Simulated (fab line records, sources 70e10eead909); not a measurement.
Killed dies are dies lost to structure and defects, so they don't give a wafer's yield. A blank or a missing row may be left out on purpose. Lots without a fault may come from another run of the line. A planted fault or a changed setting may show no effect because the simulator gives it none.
Which tool did it? | flow nand_harc | 13 lots, 37 wafers sampled, at 6 steps of a route of 1302

WHAT THE GAUGES READ, wafer by wafer
NHARC_A_ONON_D2_THK_MEAS_34: measures by ellipsometry.
lot  | measured     | on            | thk_nm (nm)
L827 | day 13 14:14 | film_metro-01 | 198.3 198.2 199.1
L828 | day 13 20:47 | film_metro-01 | 199.3 202.2 203.2
L831 | day 14 13:41 | film_metro-02 | 197.8 203.2 200.6
L829 | day 14 13:38 | film_metro-01 | 198.7 202.3 202.5
L832 | day 16 12:39 | film_metro-01 | 203.8
L834 | day 16 14:05 | film_metro-01 | 198.7 195.0 199.9
L835 | day 16 18:08 | film_metro-01 | 196.7 196.5 200.7
L842 | day 19 18:08 | film_metro-01 | 197.0 203.0 200.6
L845 | day 20 21:46 | film_metro-02 | 200.2 202.4 202.0
L846 | day 21 14:16 | film_metro-02 | 201.6 201.1 203.6
L847 | day 21 14:16 | film_metro-01 | 197.9 195.1 201.1
L848 | day 22 10:28 | film_metro-02 | 205.7 205.1 204.1
L849 | day 22 20:01 | film_metro-02 | 195.6 196.1 202.0

NHARC_A_CHANNEL_HOLE_D2_INSPECT_12.
lot  | measured     | on                | raw_defect_count
L827 | day 13 19:44 | defect_inspect-02 | 59 57 77
L828 | day 13 23:44 | defect_inspect-01 | 10 12 22
L831 | day 14 19:37 | defect_inspect-01 | 69 51 62
L829 | day 14 19:11 | defect_inspect-02 | 48 61 65
L832 | day 16 16:11 | defect_inspect-02 | 1310
L834 | day 16 17:54 | defect_inspect-02 | 1275 1292 1275 1290 1287 1283
L835 | day 17 00:46 | defect_inspect-02 | 1236 1317 1234 1237 1320 1229
L842 | day 19 21:03 | defect_inspect-01 | 12 12 12
L845 | day 21 05:20 | defect_inspect-02 | 24 18 19
L846 | day 21 17:10 | defect_inspect-02 | 18 15 15
L847 | day 21 17:19 | defect_inspect-01 | 29 19 19
L848 | day 22 13:20 | defect_inspect-02 | 22 23 22
L849 | day 23 00:49 | defect_inspect-02 | 3 3 3

NHARC_END_SORT_01.
lot  | measured     | on        | killed_at_array | killed_at_other | killed_at_periphery | killed_dies | killed_open | killed_short
L832 | day 31 03:38 | prober-01 | 95              | 1               | 8                   | 104         | 1           | 0
L849 | day 34 15:43 | prober-02 | 43 38 40        | 4 1 0           | 5 9 2               | 52 48 42    | 1 7 2       | 1 1 2

WHICH TOOL RAN EACH LOT (tool, then ch and the chambers of the sampled wafers, then the start)
lot  | NHARC_A_ONON_D2_DEP_33          | NHARC_A_CHANNEL_HOLE_D2_DEP_00 | NHARC_A_CHANNEL_HOLE_D2_ETCH_16
L827 | pecvd-03 ch 0,1, day 13 13:52   | acl_dep-01 ch 0, day 13 17:20  | rie_diel-07 ch 0,2, no start
L828 | pecvd-03 ch 0,2, day 13 20:23   | acl_dep-02 ch 0, day 13 20:57  | rie_diel-01 ch 0,1,2, no start
L831 | pecvd-02 ch 1,2, day 14 13:16   | acl_dep-02 ch 0, day 14 16:51  | rie_diel-07 ch 0,1, no start
L829 | pecvd-01 ch 0,2, day 14 13:19   | acl_dep-01 ch 0, day 14 17:10  | rie_diel-06 ch 0,1, no start
L832 | pecvd-01 ch 2, day 16 12:25     | acl_dep-02 ch 0, day 16 14:25  | rie_diel-07 ch 2, day 31 03:38 or earlier
L834 | pecvd-02 ch 0,1, day 16 13:38   | acl_dep-02 ch 0, day 16 15:28  | -
L835 | pecvd-02 ch 0,2, day 16 17:43   | acl_dep-02 ch 0, day 16 21:59  | -
L842 | pecvd-03 ch 0,1,2, day 19 17:49 | acl_dep-01 ch 0, day 19 18:55  | rie_diel-01 ch 1,2,3, no start
L845 | pecvd-03 ch 1,2, day 20 21:24   | acl_dep-01 ch 0, day 21 02:41  | rie_diel-07 ch 0,1,2, no start
L846 | pecvd-03 ch 1,2, day 21 13:52   | acl_dep-01 ch 0, day 21 14:24  | rie_diel-07 ch 0,2,3, no start
L847 | pecvd-02 ch 0,1, day 21 13:54   | acl_dep-02 ch 0, day 21 14:43  | rie_diel-06 ch 0,2, no start
L848 | pecvd-03 ch 0,1,2, day 22 10:11 | acl_dep-02 ch 0, day 22 11:32  | rie_diel-01 ch 1,2, no start
L849 | pecvd-01 ch 0,2, day 22 19:39   | acl_dep-03 ch 0, day 22 22:02  | rie_diel-06 ch 0,1,3, day 34 15:43 or earlier
- NHARC_A_ONON_D2_DEP_33: deposits SiO2, target thk 200 nm.
- NHARC_A_CHANNEL_HOLE_D2_DEP_00: deposits aC, target thk 3100 nm.
- NHARC_A_CHANNEL_HOLE_D2_ETCH_16: etches the open film in O2/COS, target depth 3100 nm, time 806 s.

WHAT THE TOOLS THEMSELVES READ (means of the sampled wafers that have a number; where no wafer has one, the mark that the record gives instead)
NHARC_A_ONON_D2_DEP_33.
lot  | tool     | chamber_pressure_Torr (Torr) | flow_sccm (sccm) | heater_power_w (W) | throttle_valve_pct (%)
L827 | pecvd-03 | 6.498                        | 2651             | 657                | 15.2
L828 | pecvd-03 | 6.504                        | 2649             | 679                | 15.2
L831 | pecvd-02 | 6.499                        | 2652             | 561                | 16.2
L829 | pecvd-01 | 6.496                        | 2659             | 454                | 16.2
L832 | pecvd-01 | 6.502                        | 2628             | 407                | 15.9
L834 | pecvd-02 | 6.489                        | 2650             | 626                | 15.4
L835 | pecvd-02 | 6.505                        | 2645             | 598                | 16.2
L842 | pecvd-03 | 6.484                        | 2642             | 690                | 15.5
L845 | pecvd-03 | 6.496                        | 2647             | 596                | 15.5
L846 | pecvd-03 | 6.497                        | 2649             | 583                | 15.7
L847 | pecvd-02 | 6.502                        | 2643             | 703                | 15.6
L848 | pecvd-03 | 6.487                        | 2653             | 670                | 15.6
L849 | pecvd-01 | 6.492                        | 2646             | 429                | 15.8

NHARC_A_CHANNEL_HOLE_D2_DEP_00.
lot  | tool       | throttle_valve_pct (%)
L827 | acl_dep-01 | 34.998
L828 | acl_dep-02 | 35.006
L831 | acl_dep-02 | 34.999
L829 | acl_dep-01 | 34.996
L832 | acl_dep-02 | 34.987
L834 | acl_dep-02 | 35.003
L835 | acl_dep-02 | 34.996
L842 | acl_dep-01 | 34.991
L845 | acl_dep-01 | 35.004
L846 | acl_dep-01 | 34.995
L847 | acl_dep-02 | 35.000
L848 | acl_dep-02 | 35.000
L849 | acl_dep-03 | 34.996

NHARC_A_CHANNEL_HOLE_D2_ETCH_16.
lot  | tool        | drypump_motor_current_A (A) | oes_product_au (a.u.) | rf_vpp_V (V) | showerhead_plenum_p_Torr (Torr) | throttle_valve_pct (%)
L827 | rie_diel-07 | 5.5                         | 0.997                 | 312.9        | 3.10                            | 28.326
L828 | rie_diel-01 | 5.6                         | 1.005                 | 314.8        | 3.13                            | 28.329
L831 | rie_diel-07 | 6.1                         | 1.000                 | 312.6        | 3.02                            | 28.334
L829 | rie_diel-06 | 5.8                         | 0.999                 | 315.1        | 3.26                            | 28.333
L832 | rie_diel-07 | 5.7                         | 1.007                 | 315.3        | 3.31                            | 28.315
L842 | rie_diel-01 | 5.9                         | 1.012                 | 313.3        | 3.15                            | 28.327
L845 | rie_diel-07 | 5.9                         | 1.002                 | 314.2        | 3.11                            | 28.329
L846 | rie_diel-07 | 5.5                         | 1.009                 | 314.8        | 3.15                            | 28.323
L847 | rie_diel-06 | 5.8                         | 0.988                 | 315.8        | 3.22                            | 28.332
L848 | rie_diel-01 | 5.8                         | 0.998                 | 314.1        | 3.13                            | 28.334
L849 | rie_diel-06 | 5.9                         | 0.995                 | 315.7        | 3.21                            | 28.324

THE ANSWER, worked out from the rows above alone
Rule: what is usual is taken from the lots themselves. Put in order of their means at a reading, lots are off if they are a third of the lots or fewer, leave a main group of 4 or more, and stand apart from it by a gap of 3 or more times the standard deviation of the main group's means; of several such gaps the widest counts. A main group whose means are all the same, to the digits that the tables above print for the reading, isn't used. A lot without any number at a reading at which 4 lots or more have one is off too. The other lots that the step has rows for count as sound. The gauges are gone through in route order, then the tools' own readings, and for those a lot's mean is taken as printed above. The first step at which some lot is off is used, and at that step the reading that is off furthest; a lot without a number counts as furthest.
Off: L832, L834, L835, at NHARC_A_CHANNEL_HOLE_D2_INSPECT_12 (raw_defect_count). The main group: mean 29, standard deviation 21.
A tool fits if, at a process step before that reading, it ran every lot that is off, and no sound lot after the first of them. The gauges at NHARC_A_CHANNEL_HOLE_D2_INSPECT_12 are tried like those tools. None of those tried fits.

WHAT THE SIMULATOR HAD PUT IN
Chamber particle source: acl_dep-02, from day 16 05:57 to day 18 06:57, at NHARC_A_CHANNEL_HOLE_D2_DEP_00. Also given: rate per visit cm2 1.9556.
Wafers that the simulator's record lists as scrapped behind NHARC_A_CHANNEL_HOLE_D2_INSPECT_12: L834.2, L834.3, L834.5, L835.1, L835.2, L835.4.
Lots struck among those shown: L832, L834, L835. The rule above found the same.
